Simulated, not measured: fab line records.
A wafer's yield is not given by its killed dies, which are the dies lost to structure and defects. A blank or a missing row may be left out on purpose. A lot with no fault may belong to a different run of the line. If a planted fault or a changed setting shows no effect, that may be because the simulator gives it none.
fab line records	flow nand-harc
record lots=24	wafers=72	last-day=33
route steps=1302 shown A_M0@1150 A_M1@1184
lots that met no fault: taken from a fault-free run of the same line
start-h: start of the lot's first displayed wafer, in hours after the record's first day	wait-h: hours elapsed since this lot's preceding step	" same as the row above	L1.1+2: a row that stands for several wafers	- no value, or no start was given	* or withheld: withheld	< > ~ a bound
route shown NAME@n: NAME is a module with steps in the file, n the number in the route of the first one	usual: the fault-free wafers' mean and standard deviation	same: alike in all rows	chamber/n: place in a boat	sites: readings site by site	_std_site: their standard deviation	_edge_site: outer sites' mean less inner sites'	radius-mm: for every site, how far away it sits from the centre of the wafer	mask NAME#n: copy n	behind: the most recent tool/chamber to have shaped the wafer	hold: reason for holding the lot/hours on hold/outcome of the hold	device: the n, p or np transistor that did not switch	end of line: tests of these same wafers at the route's end	step lacking rows: just its recipe	killed: dies that structure and defects cost at the first sort, which is not the same as the wafer's yield	map: dies across one wafer; x = killed, . = not, _ = none there
set.NAME: setting as actually run; set.NAME@STEP: the setting as run at that earlier step	model.NAME: the simulator's own value behind a step, which no gauge read
a sample of lots followed through the steps of the route, with each step as a table and each wafer as a row
services: a tool's chamber out of use, with start hour (start-h, from the record's first day; less than 0 if before it), hours out, and reason
## steps
# step NHARC_A_M0_DESCUM_14
# recipe time-s=3	o2-flow-sccm=200	ar-flow-sccm=0	bias-power-w=0	chemistry=O2
# usual drypump-motor-current-A=5.6/0.51	oes-product-au=1.003/0.0068	rf-vpp-V=57.9/0.98	showerhead-plenum-p-Torr=1.93/0.089	throttle-valve-pct=11.311/0.01
# same time-s=3
lot.wafer	tool	chamber	start-h	wait-h	drypump-motor-current-A	oes-product-au	rf-hours-counter-h	rf-vpp-V	showerhead-plenum-p-Torr	throttle-valve-pct
L074.2	rie-diel-05	1	541.88	0.1	6.0	1.006	6.7	59.5	1.91	11.322
L074.3	"	0	"	"	5.5	0.993	7.2	57.8	2.01	11.293
L074.6	"	3	"	"	5.5	0.988	-	59.1	2.03	11.312
L077.2	rie-diel-05	3	543.32	0.1	5.5	0.993	7.5	58.3	2.03	11.299
L077.5	"	0	"	"	5.5	1.012	-	56.9	2.01	11.310
L077.4	"	1	"	"	6.0	1.006	-	58.5	1.91	11.316
L075.2	rie-diel-06	2	545.36	0.1	6.1	1.004	2.5	56.8	1.79	11.324
L075.3	"	3	"	"	5.8	1.004	2.5	56.2	1.82	11.307
L075.5	"	3	"	"	5.9	1.003	-	56.2	1.82	11.311
L076.2	rie-diel-06	3	548.87	0.1	5.8	1.003	2.7	56.6	1.82	11.316
L076.4	"	0	"	"	5.0	0.987	2.5	59.1	1.94	11.298
L076.6	"	1	"	"	4.7	1.007	-	57.9	2.01	11.309
L078.2	rie-diel-03	2	569.07	0.1	5.0	0.987	4.2	57.6	1.91	11.309
L078.5	"	1	"	"	6.2	1.003	-	59.1	1.89	11.298
L078.6	"	2	"	"	5.0	0.996	-	58.1	1.91	11.302
L079.3	rie-diel-05	1	571.44	0.1	6.0	1.006	8.9	57.7	1.91	11.312
L079.6	"	3	"	"	5.5	1.004	-	57.6	2.03	11.319
L079.5	"	1	"	"	6.0	0.997	-	56.5	1.91	11.307
L080.4	rie-diel-03	0	580.53	0.1	6.5	1.013	5.0	57.6	1.99	11.325
L080.1	"	1	"	"	6.2	1.006	5.4	56.9	1.89	11.308
L080.2	"	2	"	"	5.0	1.006	4.9	56.1	1.91	11.295
L081.3	rie-diel-05	2	598.14	0.1	5.6	0.993	0.1	59.1	2.06	11.322
L081.2	"	3	"	"	5.5	1.003	0.1	58.3	2.03	11.306
L081.5	"	0	"	"	5.4	0.999	-	57.5	2.01	11.336
L082.4	rie-diel-06	2	605.94	0.1	6.1	0.999	5.4	56.9	1.79	11.308
L082.2	"	0	"	"	5.0	1.018	4.9	59.5	1.94	11.318
L082.6	"	2	"	"	6.1	1.008	-	55.6	1.79	11.311
L083.1	rie-diel-06	1	610.61	0.1	4.7	1.010	5.0	57.5	2.01	11.299
L083.2	"	2	"	"	6.1	1.004	5.5	58.0	1.79	11.316
L083.6	"	0	"	"	5.0	1.003	-	57.5	1.94	11.303
L084.4	rie-diel-05	2	613.87	0.1	5.6	1.000	0.4	58.7	2.06	11.315
L084.5	"	2	"	"	5.6	1.007	-	57.9	2.06	11.315
L084.6	"	3	"	"	5.5	1.005	-	58.4	2.03	11.330
L086.2	rie-diel-05	2	617.77	0.1	5.6	1.002	1.4	59.5	2.06	11.315
L086.5	"	3	"	"	5.5	1.002	-	58.2	2.03	11.309
L086.6	"	0	"	"	5.5	1.001	-	60.0	2.01	11.325
L085.2	rie-diel-06	2	628.02	0.1	6.2	1.003	6.8	56.3	1.79	11.309
L085.6	"	3	"	"	5.9	1.015	-	55.8	1.82	11.323
L085.5	"	2	"	"	6.1	1.007	-	57.9	1.79	11.329
L087.2	rie-diel-06	2	655.33	0.1	6.1	1.002	8.4	57.5	1.79	11.315
L087.5	"	2	"	"	6.1	1.006	-	55.8	1.79	11.312
L087.6	"	3	"	"	5.8	1.005	-	56.8	1.82	11.315
L088.1	rie-diel-05	1	659.50	0.1	6.0	1.005	4.9	58.8	1.90	11.308
L088.6	"	2	"	"	5.7	0.997	-	59.2	2.06	11.316
L088.4	"	0	"	"	5.5	1.010	-	58.7	2.00	11.317
L089.1	rie-diel-06	1	660.90	0.1	4.7	1.006	8.3	58.1	2.01	11.320
L089.2	"	2	"	"	6.1	1.009	8.7	56.5	1.79	11.302
L089.5	"	2	"	"	6.1	1.005	-	57.4	1.79	11.303
L090.3	rie-diel-03	1	690.39	0.1	6.1	1.003	1.5	58.6	1.88	11.307
L090.4	"	3	"	"	5.6	1.006	1.2	57.8	1.88	11.311
L090.6	"	1	"	"	6.1	0.991	-	58.7	1.89	11.317
L093.1	rie-diel-06	3	703.14	0.1	5.9	1.005	1.4	57.4	1.82	11.325
L093.2	"	0	"	"	5.0	1.003	1.2	56.7	1.94	11.322
L093.6	"	2	"	"	6.2	1.001	-	57.5	1.79	11.306
L092.1	rie-diel-03	3	704.08	0.1	5.5	0.997	2.6	57.6	1.88	11.308
L092.4	"	0	"	"	6.5	1.009	2.4	57.5	1.99	11.319
L092.6	"	1	"	"	6.1	0.993	-	57.7	1.88	11.323
L091.3	rie-diel-05	0	706.91	0.1	5.5	0.996	6.2	58.1	2.00	11.320
L091.1	"	3	"	"	5.5	1.002	4.6	58.5	2.03	11.324
L091.6	"	0	"	"	5.5	0.992	-	57.9	2.00	11.329
L094.2	rie-diel-06	1	710.67	0.1	4.7	0.998	2.1	56.6	2.01	11.317
L094.1	"	2	"	"	6.1	0.997	2.0	57.3	1.79	11.295
L094.6	"	0	"	"	5.0	0.988	-	57.8	1.94	11.317
L095.2	rie-diel-06	2	736.26	0.1	6.1	1.000	3.3	57.9	1.79	11.311
L095.4	"	3	"	"	5.8	1.000	3.3	57.2	1.82	11.323
L095.5	"	2	"	"	6.1	1.004	-	56.6	1.79	11.314
L096.3	rie-diel-05	1	743.97	0.1	6.0	0.997	10.3	59.3	1.90	11.315
L096.4	"	2	"	"	5.6	1.011	9.9	57.9	2.06	11.293
L096.2	"	3	"	"	5.5	1.010	6.2	58.5	2.03	11.312
L097.1	rie-diel-06	2	745.19	0.1	6.1	0.996	3.6	57.7	1.79	11.316
L097.3	"	3	"	"	5.9	1.002	3.4	57.4	1.82	11.297
L097.6	"	3	"	"	5.9	1.001	-	56.8	1.82	11.303
# step NHARC_A_M0_THK_MEAS_24
# recipe thk-meas-gauge=xrf
# usual thk-nm=113.1/1.6
lot.wafer	tool	chamber	start-h	wait-h	thk-nm
L074.2	film-metro-01	-	544.23	-	110.9
L074.3	"	-	"	"	115.2
L074.6	"	-	"	"	114.8
L077.2	film-metro-01	-	545.67	-	115.8
L077.4	"	-	"	"	117.1
L077.5	"	-	"	"	113.9
L075.2	film-metro-02	-	547.69	-	110.9
L075.3	"	-	"	"	112.0
L075.5	"	-	"	"	114.6
L076.2	film-metro-01	-	551.18	-	112.6
L076.4	"	-	"	"	111.4
L076.6	"	-	"	"	112.8
L078.2	film-metro-02	-	571.87	-	112.5
L078.5	"	-	"	"	112.0
L078.6	"	-	"	"	113.1
L079.3	film-metro-01	-	573.77	-	115.1
L079.5	"	-	"	"	112.5
L079.6	"	-	"	"	111.0
L080.1	film-metro-02	-	582.83	-	111.7
L080.2	"	-	"	"	112.8
L080.4	"	-	"	"	114.9
L081.2	film-metro-02	-	600.48	-	112.0
L081.3	"	-	"	"	114.8
L081.5	"	-	"	"	113.6
L082.2	film-metro-01	-	608.25	-	112.8
L082.4	"	-	"	"	111.5
L082.6	"	-	"	"	111.7
L083.1	film-metro-02	-	612.92	-	114.0
L083.2	"	-	"	"	112.8
L083.6	"	-	"	"	114.2
L084.4	film-metro-01	-	616.22	-	113.6
L084.5	"	-	"	"	113.5
L084.6	"	-	"	"	115.3
L086.2	film-metro-01	-	620.06	-	111.8
L086.5	"	-	"	"	111.3
L086.6	"	-	"	"	108.0
L085.2	film-metro-01	-	630.39	-	114.6
L085.5	"	-	"	"	112.7
L085.6	"	-	"	"	113.4
L087.2	film-metro-01	-	657.67	-	111.0
L087.5	"	-	"	"	113.6
L087.6	"	-	"	"	110.7
L088.1	film-metro-01	-	661.89	-	114.8
L088.4	"	-	"	"	112.0
L088.6	"	-	"	"	114.3
L089.1	film-metro-02	-	663.29	-	114.5
L089.2	"	-	"	"	112.9
L089.5	"	-	"	"	113.3
L090.3	film-metro-01	-	692.70	-	112.5
L090.4	"	-	"	"	112.7
L090.6	"	-	"	"	111.3
L093.1	film-metro-01	-	705.47	-	115.1
L093.2	"	-	"	"	114.5
L093.6	"	-	"	"	110.9
L092.1	film-metro-01	-	706.38	-	114.5
L092.4	"	-	"	"	112.9
L092.6	"	-	"	"	112.1
L091.1	film-metro-02	-	709.24	-	115.2
L091.3	"	-	"	"	112.0
L091.6	"	-	"	"	114.9
L094.1	film-metro-01	-	713.03	-	112.8
L094.2	"	-	"	"	111.6
L094.6	"	-	"	"	113.1
L095.2	film-metro-02	-	738.57	-	115.0
L095.4	"	-	"	"	113.8
L095.5	"	-	"	"	116.1
L096.2	film-metro-01	-	746.34	-	112.1
L096.3	"	-	"	"	113.0
L096.4	"	-	"	"	113.3
L097.1	film-metro-02	-	747.72	-	115.3
L097.3	"	-	"	"	112.4
L097.6	"	-	"	"	113.2
# step NHARC_A_M0_PRE_CLEAN_31
# recipe time-s=12	temp-c=370	rf-power-w=300	gas=NH3
# usual heater-power-w=601/67
# same time-s=12
lot.wafer	tool	chamber	start-h	wait-h	heater-power-w
L074.3	pecvd-01	0	544.47	0.1	651
L074.2	"	1	"	"	498
L074.6	"	0	"	"	647
L077.2	pecvd-02	0	545.91	0.1	586
L077.4	"	0	"	"	599
L077.5	"	2	"	"	593
L075.3	pecvd-01	1	547.92	0.1	510
L075.2	"	0	"	"	596
L075.5	"	0	"	"	595
L076.2	pecvd-04	1	551.40	0.1	758
L076.6	"	1	"	"	733
L076.4	"	0	"	"	620
L078.2	pecvd-02	2	572.11	0.1	697
L078.5	"	2	"	"	700
L078.6	"	0	"	"	584
L079.3	pecvd-02	1	574.01	0.1	558
L079.6	"	1	"	"	577
L079.5	"	2	"	"	668
L080.1	pecvd-04	0	583.06	0.1	642
L080.2	"	2	"	"	558
L080.4	"	0	"	"	662
L081.3	pecvd-01	1	601.75	1.1	491
L081.2	"	2	"	"	666
L081.5	"	2	"	"	677
L082.2	pecvd-02	1	608.49	0.1	509
L082.4	"	1	"	"	513
L082.6	"	2	"	"	595
L083.1	pecvd-01	1	613.15	0.1	500
L083.2	"	0	"	"	581
L083.6	"	0	"	"	584
L084.6	pecvd-04	2	616.49	0.1	525
L084.4	"	0	"	"	658
L084.5	"	1	"	"	694
L086.2	pecvd-01	0	620.30	0.1	581
L086.6	"	0	"	"	582
L086.5	"	1	"	"	558
L085.2	pecvd-04	2	630.62	0.1	527
L085.5	"	1	"	"	646
L085.6	"	0	"	"	637
L087.2	pecvd-02	0	657.90	0.1	596
L087.6	"	2	"	"	670
L087.5	"	1	"	"	587
L088.1	pecvd-01	0	662.12	0.1	598
L088.4	"	2	"	"	664
L088.6	"	1	"	"	536
L089.2	pecvd-02	1	663.53	0.1	496
L089.1	"	2	"	"	674
L089.5	"	2	"	"	681
L090.3	pecvd-04	2	692.92	0.1	559
L090.6	"	2	"	"	553
L090.4	"	1	"	"	651
L093.1	pecvd-02	2	705.69	0.1	592
L093.2	"	1	"	"	516
L093.6	"	2	"	"	573
L092.1	pecvd-04	0	706.62	0.1	627
L092.4	"	2	"	"	478
L092.6	"	0	"	"	638
L091.1	pecvd-01	1	709.48	0.1	578
L091.3	"	2	"	"	642
L091.6	"	2	"	"	655
L094.1	pecvd-01	1	713.25	0.1	590
L094.2	"	2	"	"	601
L094.6	"	2	"	"	609
L095.2	pecvd-04	1	738.82	0.1	712
L095.4	"	0	"	"	631
L095.5	"	1	"	"	711
L096.3	pecvd-01	0	746.57	0.1	592
L096.2	"	2	"	"	690
L096.4	"	1	"	"	550
L097.1	pecvd-02	0	747.95	0.1	608
L097.3	"	1	"	"	595
L097.6	"	2	"	"	659
# step NHARC_A_M1_ETCH_15
# recipe target-depth-a=1825	time-s=91.2	c4f8-flow-sccm=withheld	ar-flow-sccm=400	rf-w=600	bias-w=300	chemistry=C4F8/Ar
# usual oes-product-au=0.956/0.019	rf-vpp-V=441.2/2.8
# same time-s=91.2
lot.wafer	tool	chamber	start-h	wait-h	oes-product-au	rf-hours-counter-h	rf-vpp-V
L074.3	rie-diel-02	2	-	-	0.957	8.4	441.1
L074.2	"	3	"	"	0.986	8.8	443.2
L074.6	"	2	"	"	0.958	-	440.5
L077.4	rie-diel-11	2	-	-	0.950	3.1	444.2
L077.2	"	0	"	"	0.972	3.1	442.8
L077.5	"	1	"	"	0.965	-	436.5
L075.2	rie-diel-11	1	-	-	0.916	3.2	437.4
L075.3	"	2	"	"	0.916	3.2	445.0
L075.5	"	0	"	"	0.928	-	442.4
L076.2	rie-diel-02	3	-	-	0.918	8.9	443.1
L076.4	"	2	"	"	0.928	8.7	440.5
L076.6	"	3	"	"	0.929	-	444.5
L078.2	rie-diel-04	2	-	-	0.959	2.5	436.6
L078.6	"	1	"	"	0.946	-	445.6
L078.5	"	2	"	"	0.952	-	437.3
L079.3	rie-diel-04	3	-	-	0.928	2.3	440.7
L079.5	"	1	"	"	0.975	-	444.5
L079.6	"	2	"	"	0.957	-	436.9
L080.4	rie-diel-02	0	-	-	0.978	0.2	439.3
L080.1	"	1	"	"	0.973	0.2	443.7
L080.2	"	2	"	"	0.973	0.2	441.1
L081.2	rie-diel-04	2	-	-	0.958	4.9	436.4
L081.3	"	0	"	"	0.983	5.4	439.1
L081.5	"	1	"	"	0.966	-	443.9
L082.2	rie-diel-04	0	-	-	0.960	5.9	439.8
L082.6	"	1	"	"	0.962	-	444.6
L082.4	"	2	"	"	0.968	-	435.3
L083.1	rie-diel-02	1	-	-	0.965	1.7	442.4
L083.2	"	2	"	"	0.976	1.8	441.5
L083.6	"	1	"	"	0.965	-	442.5
L084.4	rie-diel-04	3	-	-	0.949	5.2	440.7
L084.6	"	2	"	"	0.954	-	437.3
L084.5	"	3	"	"	0.953	-	443.9
L086.2	rie-diel-11	2	-	-	0.959	0.1	444.5
L086.5	"	1	"	"	0.960	-	437.1
L086.6	"	2	"	"	0.965	-	445.3
L085.2	rie-diel-11	2	-	-	0.965	0.3	443.7
L085.6	"	3	"	"	0.961	-	442.9
L085.5	"	0	"	"	0.980	-	442.2
L087.2	rie-diel-04	2	-	-	0.923	8.3	438.1
L087.6	"	0	"	"	0.925	-	439.4
L087.5	"	1	"	"	0.919	-	443.8
L088.1	rie-diel-11	2	-	-	0.947	1.1	445.3
L088.4	"	3	"	"	0.953	-	440.9
L088.6	"	2	"	"	0.944	-	444.5
L089.1	rie-diel-11	2	-	-	0.959	1.2	446.0
L089.2	"	0	"	"	0.956	1.2	441.2
L089.5	"	3	"	"	0.965	-	441.6
L090.4	rie-diel-02	1	-	-	0.932	5.1	441.9
L090.3	"	2	"	"	0.936	5.3	441.0
L090.6	"	0	"	"	0.924	-	441.0
L093.2	rie-diel-02	1	-	-	0.929	5.3	442.5
L093.1	"	2	"	"	0.922	5.4	442.0
L093.6	"	1	"	"	0.925	-	442.0
L092.1	rie-diel-11	3	-	-	0.945	2.0	440.4
L092.4	"	0	"	"	0.969	1.8	441.8
L092.6	"	2	"	"	0.956	-	445.4
L091.1	rie-diel-02	2	-	-	0.972	5.7	442.0
L091.3	"	0	"	"	0.960	5.5	439.9
L091.6	"	1	"	"	0.969	-	442.0
L094.2	rie-diel-11	3	-	-	0.975	2.2	441.5
L094.1	"	0	"	"	0.961	2.1	440.8
L094.6	"	1	"	"	0.952	-	437.9
L095.4	rie-diel-11	3	-	-	0.972	2.6	442.7
L095.2	"	1	"	"	0.955	1.6	436.8
L095.5	"	3	"	"	0.967	-	443.1
L096.4	rie-diel-04	0	-	-	0.959	0.9	436.9
L096.3	"	1	"	"	0.962	1.2	445.1
L096.2	"	3	"	"	0.959	1.0	440.4
L097.3	rie-diel-04	0	-	-	0.956	1.0	438.9
L097.1	"	2	"	"	0.978	1.3	436.9
L097.6	"	0	"	"	0.955	-	438.3
# step NHARC_A_M1_DEGAS_29
# recipe temp-c=250	time-s=60
# usual heater-power-w=331/39
# same time-s=60
lot.wafer	tool	chamber	start-h	wait-h	heater-power-w
L074.2	pvd-sputter-03	-	546.95	-	367
L074.3	"	-	"	"	321
L074.6	"	-	"	"	339
L077.2	pvd-sputter-01	-	548.47	-	297
L077.4	"	-	"	"	343
L077.5	"	-	"	"	292
L075.2	pvd-sputter-02	-	550.48	-	315
L075.3	"	-	"	"	335
L075.5	"	-	"	"	254
L076.2	pvd-sputter-03	-	553.80	-	307
L076.4	"	-	"	"	417
L076.6	"	-	"	"	318
L078.2	pvd-sputter-01	-	574.75	-	298
L078.5	"	-	"	"	343
L078.6	"	-	"	"	350
L079.3	pvd-sputter-01	-	576.40	-	338
L079.5	"	-	"	"	341
L079.6	"	-	"	"	357
L080.2	pvd-sputter-02	-	585.45	-	345
L080.1	"	-	"	"	297
L080.4	"	-	"	"	312
L081.3	pvd-sputter-03	-	604.85	-	361
L081.2	"	-	"	"	314
L081.5	"	-	"	"	408
L082.2	pvd-sputter-01	-	610.93	-	353
L082.4	"	-	"	"	353
L082.6	"	-	"	"	338
L083.2	pvd-sputter-01	-	615.79	-	342
L083.1	"	-	"	"	337
L083.6	"	-	"	"	349
L084.4	pvd-sputter-02	-	618.85	-	338
L084.5	"	-	"	"	347
L084.6	"	-	"	"	288
L086.2	pvd-sputter-03	-	622.82	-	419
L086.5	"	-	"	"	311
L086.6	"	-	"	"	417
L085.2	pvd-sputter-01	-	633.16	-	367
L085.5	"	-	"	"	295
L085.6	"	-	"	"	351
L087.2	pvd-sputter-03	-	660.42	-	336
L087.5	"	-	"	"	357
L087.6	"	-	"	"	299
L088.4	pvd-sputter-03	-	664.69	-	336
L088.1	"	-	"	"	309
L088.6	"	-	"	"	333
L089.1	pvd-sputter-02	-	666.09	-	361
L089.2	"	-	"	"	258
L089.5	"	-	"	"	289
L090.3	pvd-sputter-01	-	695.50	-	292
L090.4	"	-	"	"	346
L090.6	"	-	"	"	369
L093.2	pvd-sputter-02	-	708.57	-	352
L093.1	"	-	"	"	310
L093.6	"	-	"	"	289
L092.4	pvd-sputter-02	-	709.33	-	361
L092.1	"	-	"	"	258
L092.6	"	-	"	"	286
L091.3	pvd-sputter-02	-	712.04	-	254
L091.1	"	-	"	"	358
L091.6	"	-	"	"	303
L094.2	pvd-sputter-03	-	715.76	-	314
L094.1	"	-	"	"	334
L094.6	"	-	"	"	313
L095.2	pvd-sputter-02	-	741.34	-	365
L095.4	"	-	"	"	295
L095.5	"	-	"	"	304
L096.2	pvd-sputter-01	-	749.00	-	340
L096.3	"	-	"	"	341
L096.4	"	-	"	"	292
L097.1	pvd-sputter-01	-	750.47	-	376
L097.3	"	-	"	"	297
L097.6	"	-	"	"	369
# step NHARC_A_M1_PVD_21
# recipe target-thk-a=300	chamber-pressure-pa=5	power-w=5000	substrate-temp-c=30	time-s=20.49	material=Cu
# usual throttle-valve-pct=30.0/1.3
# same time-s=20.49
lot.wafer	tool	chamber	start-h	wait-h	throttle-valve-pct
L074.3	pvd-sputter-03	-	-	-	31.0
L074.2	"	-	"	"	29.5
L074.6	"	-	"	"	28.6
L077.2	pvd-sputter-01	-	-	-	28.4
L077.4	"	-	"	"	30.5
L077.5	"	-	"	"	29.6
L075.2	pvd-sputter-02	-	-	-	29.0
L075.3	"	-	"	"	28.0
L075.5	"	-	"	"	29.5
L076.4	pvd-sputter-03	-	-	-	30.8
L076.2	"	-	"	"	29.5
L076.6	"	-	"	"	30.7
L078.2	pvd-sputter-01	-	-	-	29.7
L078.5	"	-	"	"	30.7
L078.6	"	-	"	"	30.2
L079.3	pvd-sputter-01	-	-	-	29.1
L079.6	"	-	"	"	28.5
L079.5	"	-	"	"	30.6
L080.2	pvd-sputter-02	-	-	-	32.8
L080.4	"	-	"	"	28.0
L080.1	"	-	"	"	29.1
L081.2	pvd-sputter-03	-	-	-	30.4
L081.3	"	-	"	"	31.0
L081.5	"	-	"	"	28.6
L082.2	pvd-sputter-01	-	-	-	31.8
L082.4	"	-	"	"	30.3
L082.6	"	-	"	"	30.6
L083.2	pvd-sputter-01	-	-	-	28.7
L083.1	"	-	"	"	31.8
L083.6	"	-	"	"	30.8
L084.4	pvd-sputter-02	-	-	-	28.1
L084.6	"	-	"	"	27.6
L084.5	"	-	"	"	29.1
L086.2	pvd-sputter-03	-	-	-	30.8
L086.5	"	-	"	"	30.7
L086.6	"	-	"	"	28.6
L085.2	pvd-sputter-01	-	-	-	30.6
L085.5	"	-	"	"	31.9
L085.6	"	-	"	"	30.2
L087.2	pvd-sputter-03	-	-	-	31.2
L087.6	"	-	"	"	28.7
L087.5	"	-	"	"	29.3
L088.1	pvd-sputter-03	-	-	-	28.9
L088.4	"	-	"	"	30.7
L088.6	"	-	"	"	28.5
L089.2	pvd-sputter-02	-	-	-	29.7
L089.1	"	-	"	"	29.0
L089.5	"	-	"	"	31.8
L090.4	pvd-sputter-01	-	-	-	31.8
L090.3	"	-	"	"	30.5
L090.6	"	-	"	"	31.8
L093.1	pvd-sputter-02	-	-	-	29.6
L093.2	"	-	"	"	28.9
L093.6	"	-	"	"	30.1
L092.1	pvd-sputter-02	-	-	-	29.2
L092.4	"	-	"	"	28.9
L092.6	"	-	"	"	29.5
L091.1	pvd-sputter-02	-	-	-	31.8
L091.3	"	-	"	"	28.8
L091.6	"	-	"	"	29.3
L094.2	pvd-sputter-03	-	-	-	29.3
L094.1	"	-	"	"	31.2
L094.6	"	-	"	"	29.5
L095.4	pvd-sputter-02	-	-	-	31.9
L095.2	"	-	"	"	29.3
L095.5	"	-	"	"	28.8
L096.2	pvd-sputter-01	-	-	-	30.9
L096.4	"	-	"	"	32.1
L096.3	"	-	"	"	30.3
L097.1	pvd-sputter-01	-	-	-	31.8
L097.3	"	-	"	"	30.6
L097.6	"	-	"	"	30.7
## services
tool	chamber	start-h	hours	kind
pvd-sputter-03	-	526.00	10.0	pm
rie-diel-04	-	532.09	9.0	pm
pvd-sputter-03	-	541.48	3.7	repair
rie-diel-04	3	555.34	19.8	repair
rie-diel-11	2	557.46	1.3	repair
pvd-sputter-01	-	582.04	10.0	pm
rie-diel-05	-	583.66	9.0	pm
pvd-sputter-02	-	587.36	6.5	repair
pecvd-02	-	589.29	13.0	pm
rie-diel-11	-	609.50	9.0	pm
rie-diel-06	0	618.94	59.3	repair
pvd-sputter-02	-	626.81	1.1	repair
pvd-sputter-02	-	638.10	10.0	pm
pvd-sputter-02	-	648.14	0.6	repair
rie-diel-05	3	653.22	13.8	repair
rie-diel-11	1	660.08	14.9	repair
rie-diel-06	-	661.20	9.0	pm
pecvd-01	-	673.48	13.0	pm
rie-diel-11	3	681.84	4.4	repair
pvd-sputter-02	-	693.56	4.2	repair
rie-diel-11	1	703.01	3.9	repair
pvd-sputter-03	-	704.00	10.0	pm
rie-diel-05	3	708.86	11.9	repair
rie-diel-05	-	731.33	0.1	repair
## key
fault none
